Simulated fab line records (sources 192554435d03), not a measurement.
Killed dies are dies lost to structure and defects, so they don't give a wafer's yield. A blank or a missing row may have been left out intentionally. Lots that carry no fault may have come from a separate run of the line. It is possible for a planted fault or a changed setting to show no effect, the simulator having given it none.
The tool behind it: which one? :: flow n5-finfet :: 27 wafers from 9 lots sampled at 5 of the route's 1938 steps

## WHAT THE GAUGES READ, wafer by wafer
N5_DUMMY_REMOVAL_INSPECT_06: inspects for defects (brightfield). Usual: raw-defect-count at 13, with a standard deviation of 5.4.
lot: L947
measured: day 3 22:52
on: defect-inspect-01
raw-defect-count: 25 10 12
flag: 

lot: L952
measured: day 5 07:14
on: defect-inspect-01
raw-defect-count: 8 7 7
flag: 

lot: L953
measured: day 5 11:46
on: defect-inspect-01
raw-defect-count: 11 12 14
flag: 

lot: L958
measured: day 6 19:37
on: defect-inspect-01
raw-defect-count: 11 6 7
flag: 

lot: L960
measured: day 7 07:22
on: defect-inspect-01
raw-defect-count: 9 13 10
flag: 

lot: L964
measured: day 8 05:31
on: defect-inspect-02
raw-defect-count: 11 14 14
flag: 

lot: L967
measured: day 9 04:06
on: defect-inspect-01
raw-defect-count: 11 8 15
flag: 

lot: L968
measured: day 9 05:42
on: defect-inspect-02
raw-defect-count: 8 7 15
flag: 

lot: L970
measured: day 9 17:04
on: defect-inspect-02
raw-defect-count: 14 4 14
flag: 

N5_BEOL_M4_RC_MEAS_101. Usual: DIBL_N 36.8 mV/V, standard deviation 2.1; DIBL_P 37.1 mV/V, standard deviation 2.2; IOFF_N 0.18 nA/um, standard deviation 0.037; IOFF_P 0.23 nA/um, standard deviation 0.041; ION_N 682 uA/um, standard deviation 13; ION_P 467 uA/um, standard deviation 8.6; SS_N 71.7 mV/dec, standard deviation 0.61; SS_P 73.5 mV/dec, standard deviation 0.6; VT_N 248 mV, standard deviation 3.4; VT_P -249 mV, standard deviation 3.5.
lot: L947
measured: day 7 21:26
on: prober-01
DIBL_N (mV/V): 35.8 36.0 37.5
DIBL_P (mV/V): 36.0 36.6 38.2
IOFF_N (nA/um): 0.16 0.16 0.18
IOFF_P (nA/um): 0.24 0.24 0.26
ION_N (uA/um): 689 682 693
ION_P (uA/um): 488 473 484
SS_N (mV/dec): 71.3 71.6 71.4
SS_P (mV/dec): 73.0 73.7 73.5
VT_N (mV): 246 248 246
VT_P (mV): -246 -245 -244
flag: 

lot: L952
measured: day 9 08:34
on: prober-01
DIBL_N (mV/V): 41.3 43.3 42.2
DIBL_P (mV/V): 39.9 42.7 40.4
IOFF_N (nA/um): 0.26 0.29 0.26
IOFF_P (nA/um): 0.28 0.34 0.28
ION_N (uA/um): 677 697 691
ION_P (uA/um): 464 470 465
SS_N (mV/dec): 73.4 73.4 72.7
SS_P (mV/dec): 75.0 75.1 74.4
VT_N (mV): 244 242 244
VT_P (mV): -247 -244 -250
flag: 

lot: L953
measured: day 9 13:36
on: prober-01
DIBL_N (mV/V): 37.9 37.7 36.2
DIBL_P (mV/V): 37.5 38.5 37.0
IOFF_N (nA/um): 0.18 0.18 0.14
IOFF_P (nA/um): 0.21 0.22 0.19
ION_N (uA/um): 657 675 659
ION_P (uA/um): 445 456 449
SS_N (mV/dec): 72.1 71.6 71.4
SS_P (mV/dec): 73.3 73.6 72.8
VT_N (mV): 250 247 253
VT_P (mV): -250 -253 -251
flag: 

lot: L958
measured: day 10 20:10
on: prober-01
DIBL_N (mV/V): 36.6 37.5 34.7
DIBL_P (mV/V): 35.9 37.5 34.7
IOFF_N (nA/um): 0.15 0.17 0.13
IOFF_P (nA/um): 0.19 0.22 0.18
ION_N (uA/um): 674 684 670
ION_P (uA/um): 461 471 464
SS_N (mV/dec): 71.2 71.4 71.0
SS_P (mV/dec): 73.1 73.5 73.2
VT_N (mV): 252 250 252
VT_P (mV): -253 -250 -253
flag: 

lot: L960
measured: day 11 16:10
on: prober-01
DIBL_N (mV/V): 39.6 38.2 38.2
DIBL_P (mV/V): 37.3 35.6 36.5
IOFF_N (nA/um): 0.22 0.18 0.18
IOFF_P (nA/um): 0.26 0.23 0.24
ION_N (uA/um): 700 685 690
ION_P (uA/um): 475 468 475
SS_N (mV/dec): 72.6 72.2 71.9
SS_P (mV/dec): 73.7 73.7 73.5
VT_N (mV): 244 246 248
VT_P (mV): -247 -248 -249
flag: 

lot: L964
measured: day 12 00:23
on: prober-02
DIBL_N (mV/V): 36.9 35.8 34.8
DIBL_P (mV/V): 36.8 35.3 34.7
IOFF_N (nA/um): 0.17 0.15 0.15
IOFF_P (nA/um): 0.25 0.23 0.22
ION_N (uA/um): 680 683 688
ION_P (uA/um): 471 474 474
SS_N (mV/dec): 71.7 71.4 71.4
SS_P (mV/dec): 74.0 73.1 72.6
VT_N (mV): 249 251 251
VT_P (mV): -246 -246 -247
flag: 

lot: L967
measured: day 13 06:46
on: prober-02
DIBL_N (mV/V): 38.5 34.8 36.3
DIBL_P (mV/V): 39.1 34.6 36.2
IOFF_N (nA/um): 0.22 0.14 0.18
IOFF_P (nA/um): 0.26 0.18 0.21
ION_N (uA/um): 699 669 696
ION_P (uA/um): 473 467 472
SS_N (mV/dec): 71.3 70.4 70.7
SS_P (mV/dec): 75.0 73.3 73.9
VT_N (mV): 245 253 247
VT_P (mV): -248 -249 -251
flag: 

lot: L968
measured: day 13 14:47
on: prober-01
DIBL_N (mV/V): 37.0 37.0 39.1
DIBL_P (mV/V): 39.5 39.3 41.5
IOFF_N (nA/um): 0.20 0.19 0.24
IOFF_P (nA/um): 0.29 0.29 0.33
ION_N (uA/um): 694 685 696
ION_P (uA/um): 475 476 480
SS_N (mV/dec): 72.4 71.6 73.0
SS_P (mV/dec): 74.0 73.7 74.6
VT_N (mV): 245 247 244
VT_P (mV): -242 -242 -242
flag: 

lot: L970
measured: day 13 18:50
on: prober-01
DIBL_N (mV/V): 36.3 38.0 37.9
DIBL_P (mV/V): 35.6 38.2 38.1
IOFF_N (nA/um): 0.15 0.18 0.18
IOFF_P (nA/um): 0.20 0.25 0.24
ION_N (uA/um): 679 682 688
ION_P (uA/um): 466 469 469
SS_N (mV/dec): 71.5 72.5 71.8
SS_P (mV/dec): 73.2 74.5 73.6
VT_N (mV): 249 248 249
VT_P (mV): -251 -249 -247
flag: 

## EACH LOT AND THE TOOL THAT RAN IT (in order: tool; ch and the chambers of the sampled wafers; start)
lot: L947
N5_HKMG_FIN_HK_ALD_01: ald-hk-03 ch 0,1,2, day 3 23:13
N5_HKMG_FIN_DESCUM_53: rie-diel-02 ch 0,1,3, day 4 00:21
N5_HKMG_FIN_ETCH_55: rie-diel-02 ch 0,1,3, day 4 00:26

lot: L952
N5_HKMG_FIN_HK_ALD_01: ald-hk-02 ch 0,3, day 5 07:40
N5_HKMG_FIN_DESCUM_53: rie-diel-02 ch 2,3, day 5 08:41
N5_HKMG_FIN_ETCH_55: rie-diel-02 ch 2,3, day 5 08:47

lot: L953
N5_HKMG_FIN_HK_ALD_01: ald-hk-01 ch 0,1,3, day 5 12:07
N5_HKMG_FIN_DESCUM_53: rie-diel-06 ch 0,1,2, day 5 13:10
N5_HKMG_FIN_ETCH_55: rie-diel-06 ch 0,1,2, day 5 13:15

lot: L958
N5_HKMG_FIN_HK_ALD_01: ald-hk-03 ch 1,2,3, day 6 20:06
N5_HKMG_FIN_DESCUM_53: rie-diel-02 ch 0,1,2, day 6 22:23
N5_HKMG_FIN_ETCH_55: rie-diel-02 ch 0,1,2, day 6 22:29

lot: L960
N5_HKMG_FIN_HK_ALD_01: ald-hk-03 ch 0,1,3, day 7 07:43
N5_HKMG_FIN_DESCUM_53: rie-diel-02 ch 0,2,3, day 7 09:11
N5_HKMG_FIN_ETCH_55: rie-diel-02 ch 0,2,3, day 7 09:16

lot: L964
N5_HKMG_FIN_HK_ALD_01: ald-hk-02 ch 1,2, day 8 05:52
N5_HKMG_FIN_DESCUM_53: rie-diel-06 ch 0,3, day 8 06:56
N5_HKMG_FIN_ETCH_55: rie-diel-06 ch 0,3, day 8 07:02

lot: L967
N5_HKMG_FIN_HK_ALD_01: ald-hk-02 ch 2,3, day 9 04:27
N5_HKMG_FIN_DESCUM_53: rie-diel-06 ch 0,3, day 9 05:29
N5_HKMG_FIN_ETCH_55: rie-diel-06 ch 0,3, day 9 05:35

lot: L968
N5_HKMG_FIN_HK_ALD_01: ald-hk-03 ch 0,1, day 9 06:03
N5_HKMG_FIN_DESCUM_53: rie-diel-06 ch 0,2,3, day 9 07:17
N5_HKMG_FIN_ETCH_55: rie-diel-06 ch 0,2,3, day 9 07:22

lot: L970
N5_HKMG_FIN_HK_ALD_01: ald-hk-03 ch 0,1, day 9 17:27
N5_HKMG_FIN_DESCUM_53: rie-diel-06 ch 2,3, day 9 18:40
N5_HKMG_FIN_ETCH_55: rie-diel-06 ch 1,2,3, day 9 18:46
- N5_HKMG_FIN_HK_ALD_01: deposits HfO2, target thk 1.6 nm, pulse time 3 s, purge time 3 s.
- N5_HKMG_FIN_DESCUM_53: chemistry O2, time 7.9 s.
- N5_HKMG_FIN_ETCH_55: etches SOC in N2/H2, target depth 240 nm, time 300 s.

## WHAT THE TOOLS THEMSELVES READ (means of the sampled wafers that have a number; where no wafer has one, the mark that the record gives instead)
N5_HKMG_FIN_HK_ALD_01. Usual: precursor-pulse-height-rel at 0.999, with a standard deviation of 0.02.
lot: L947
tool: ald-hk-03
precursor-pulse-height-rel: 0.995
flag: 

lot: L952
tool: ald-hk-02
precursor-pulse-height-rel: 0.991
flag: 

lot: L953
tool: ald-hk-01
precursor-pulse-height-rel: 1.005
flag: 

lot: L958
tool: ald-hk-03
precursor-pulse-height-rel: 1.005
flag: 

lot: L960
tool: ald-hk-03
precursor-pulse-height-rel: 0.985
flag: 

lot: L964
tool: ald-hk-02
precursor-pulse-height-rel: 0.991
flag: 

lot: L967
tool: ald-hk-02
precursor-pulse-height-rel: 1.002
flag: 

lot: L968
tool: ald-hk-03
precursor-pulse-height-rel: 1.019
flag: 

lot: L970
tool: ald-hk-03
precursor-pulse-height-rel: 0.992
flag: 

N5_HKMG_FIN_DESCUM_53. Usual: chamber-pressure-mTorr 20.000 mTorr, standard deviation 0.018; drypump-motor-current-A 5.5 A, standard deviation 0.41; oes-product-au 0.81 a.u., standard deviation 0.1; rf-vpp-V 243.4 V, standard deviation 1.4; showerhead-plenum-p-Torr 2.10 Torr, standard deviation 0.062; throttle-valve-pct 20.44 %, standard deviation 0.25.
lot: L947
tool: rie-diel-02
chamber-pressure-mTorr (mTorr): 19.988
drypump-motor-current-A (A): 5.5
oes-product-au (a.u.): 0.80
rf-vpp-V (V): 243.6
showerhead-plenum-p-Torr (Torr): 2.10
throttle-valve-pct (%): 20.46
flag: 

lot: L952
tool: rie-diel-02
chamber-pressure-mTorr (mTorr): 19.996
drypump-motor-current-A (A): 5.5
oes-product-au (a.u.): 0.91
rf-vpp-V (V): 243.7
showerhead-plenum-p-Torr (Torr): 2.09
throttle-valve-pct (%): 20.48
flag: 

lot: L953
tool: rie-diel-06
chamber-pressure-mTorr (mTorr): 19.983
drypump-motor-current-A (A): 5.5
oes-product-au (a.u.): 0.80
rf-vpp-V (V): 244.8
showerhead-plenum-p-Torr (Torr): 2.16
throttle-valve-pct (%): 20.32
flag: 

lot: L958
tool: rie-diel-02
chamber-pressure-mTorr (mTorr): 20.019
drypump-motor-current-A (A): 5.7
oes-product-au (a.u.): 0.89
rf-vpp-V (V): 242.5
showerhead-plenum-p-Torr (Torr): 2.07
throttle-valve-pct (%): 20.42
flag: 

lot: L960
tool: rie-diel-02
chamber-pressure-mTorr (mTorr): 20.010
drypump-motor-current-A (A): 5.3
oes-product-au (a.u.): 0.90
rf-vpp-V (V): 243.0
showerhead-plenum-p-Torr (Torr): 2.08
throttle-valve-pct (%): 20.42
flag: 

lot: L964
tool: rie-diel-06
chamber-pressure-mTorr (mTorr): 20.007
drypump-motor-current-A (A): 5.5
oes-product-au (a.u.): 0.78
rf-vpp-V (V): 242.5
showerhead-plenum-p-Torr (Torr): 2.06
throttle-valve-pct (%): 20.41
flag: 

lot: L967
tool: rie-diel-06
chamber-pressure-mTorr (mTorr): 19.996
drypump-motor-current-A (A): 5.2
oes-product-au (a.u.): 0.84
rf-vpp-V (V): 242.3
showerhead-plenum-p-Torr (Torr): 2.05
throttle-valve-pct (%): 20.47
flag: 

lot: L968
tool: rie-diel-06
chamber-pressure-mTorr (mTorr): 19.996
drypump-motor-current-A (A): 5.4
oes-product-au (a.u.): 0.84
rf-vpp-V (V): 243.7
showerhead-plenum-p-Torr (Torr): 2.11
throttle-valve-pct (%): 20.27
flag: 

lot: L970
tool: rie-diel-06
chamber-pressure-mTorr (mTorr): 20.017
drypump-motor-current-A (A): 5.1
oes-product-au (a.u.): 0.91
rf-vpp-V (V): 243.4
showerhead-plenum-p-Torr (Torr): 2.10
throttle-valve-pct (%): 20.32
flag: 

N5_HKMG_FIN_ETCH_55. Usual: bias-w 150.0 W, standard deviation 0.45; chamber-pressure-mTorr 30.001 mTorr, standard deviation 0.028; drypump-motor-current-A 5.5 A, standard deviation 0.41; oes-product-au 0.81 a.u., standard deviation 0.099; rf-vpp-V 524.3 V, standard deviation 2.3; showerhead-plenum-p-Torr 2.56 Torr, standard deviation 0.082; throttle-valve-pct 17.89 %, standard deviation 0.23.
lot: L947
tool: rie-diel-02
bias-w (W): 150.1
chamber-pressure-mTorr (mTorr): 30.045
drypump-motor-current-A (A): 5.5
oes-product-au (a.u.): 0.81
rf-vpp-V (V): 523.7
showerhead-plenum-p-Torr (Torr): 2.57
throttle-valve-pct (%): 17.92
flag: 

lot: L952
tool: rie-diel-02
bias-w (W): 150.1
chamber-pressure-mTorr (mTorr): 30.010
drypump-motor-current-A (A): 5.5
oes-product-au (a.u.): 0.91
rf-vpp-V (V): 523.6
showerhead-plenum-p-Torr (Torr): 2.52
throttle-valve-pct (%): 17.78
flag: 

lot: L953
tool: rie-diel-06
bias-w (W): 150.7
chamber-pressure-mTorr (mTorr): 29.983
drypump-motor-current-A (A): 5.5
oes-product-au (a.u.): 0.81
rf-vpp-V (V): 526.5
showerhead-plenum-p-Torr (Torr): 2.63
throttle-valve-pct (%): 17.81
flag: 

lot: L958
tool: rie-diel-02
bias-w (W): 137.5
chamber-pressure-mTorr (mTorr): 30.006
drypump-motor-current-A (A): 5.7
oes-product-au (a.u.): 0.86
rf-vpp-V (V): 495.1
showerhead-plenum-p-Torr (Torr): 2.52
throttle-valve-pct (%): 17.83
flag: OFF

lot: L960
tool: rie-diel-02
bias-w (W): 137.6
chamber-pressure-mTorr (mTorr): 30.005
drypump-motor-current-A (A): 5.3
oes-product-au (a.u.): 0.88
rf-vpp-V (V): 494.1
showerhead-plenum-p-Torr (Torr): 2.52
throttle-valve-pct (%): 17.79
flag: OFF

lot: L964
tool: rie-diel-06
bias-w (W): 150.2
chamber-pressure-mTorr (mTorr): 29.986
drypump-motor-current-A (A): 5.5
oes-product-au (a.u.): 0.77
rf-vpp-V (V): 523.3
showerhead-plenum-p-Torr (Torr): 2.51
throttle-valve-pct (%): 17.80
flag: 

lot: L967
tool: rie-diel-06
bias-w (W): 149.8
chamber-pressure-mTorr (mTorr): 30.013
drypump-motor-current-A (A): 5.2
oes-product-au (a.u.): 0.83
rf-vpp-V (V): 522.3
showerhead-plenum-p-Torr (Torr): 2.49
throttle-valve-pct (%): 17.84
flag: 

lot: L968
tool: rie-diel-06
bias-w (W): 150.0
chamber-pressure-mTorr (mTorr): 29.988
drypump-motor-current-A (A): 5.4
oes-product-au (a.u.): 0.83
rf-vpp-V (V): 524.5
showerhead-plenum-p-Torr (Torr): 2.57
throttle-valve-pct (%): 17.72
flag: 

lot: L970
tool: rie-diel-06
bias-w (W): 149.8
chamber-pressure-mTorr (mTorr): 29.988
drypump-motor-current-A (A): 5.3
oes-product-au (a.u.): 0.83
rf-vpp-V (V): 525.8
showerhead-plenum-p-Torr (Torr): 2.60
throttle-valve-pct (%): 17.87
flag: 

## THE ANSWER, worked out from the rows above alone
Rule: lot off if the mean of its wafers having a number is beyond 3 standard deviations from the usual mean. Also off: a lot with no number at a reading for which 4 or more lots have one. All remaining lots with rows at the step are treated as sound. Order of review: gauges by route order, followed by the tools' own readings, for which a lot's mean as printed above is used. The first step at which some lot is off is used, and at that step the reading that is off furthest; a lot without a number counts as furthest.
Off, at N5_HKMG_FIN_ETCH_55 on bias-w: L958, L960.
If a tool, at that step or one of the process steps before it, ran each lot that is off and ran no sound lot following the first of them, it fits. One fits: rie-diel-02 at N5_HKMG_FIN_DESCUM_53 and N5_HKMG_FIN_ETCH_55. At N5_HKMG_FIN_DESCUM_53 its last sound lot is L952 (day 5 08:41), its first lot that is off L958 (day 6 22:23): a fault that began between those two fits.

## WHAT THE SIMULATOR HAD INSERTED
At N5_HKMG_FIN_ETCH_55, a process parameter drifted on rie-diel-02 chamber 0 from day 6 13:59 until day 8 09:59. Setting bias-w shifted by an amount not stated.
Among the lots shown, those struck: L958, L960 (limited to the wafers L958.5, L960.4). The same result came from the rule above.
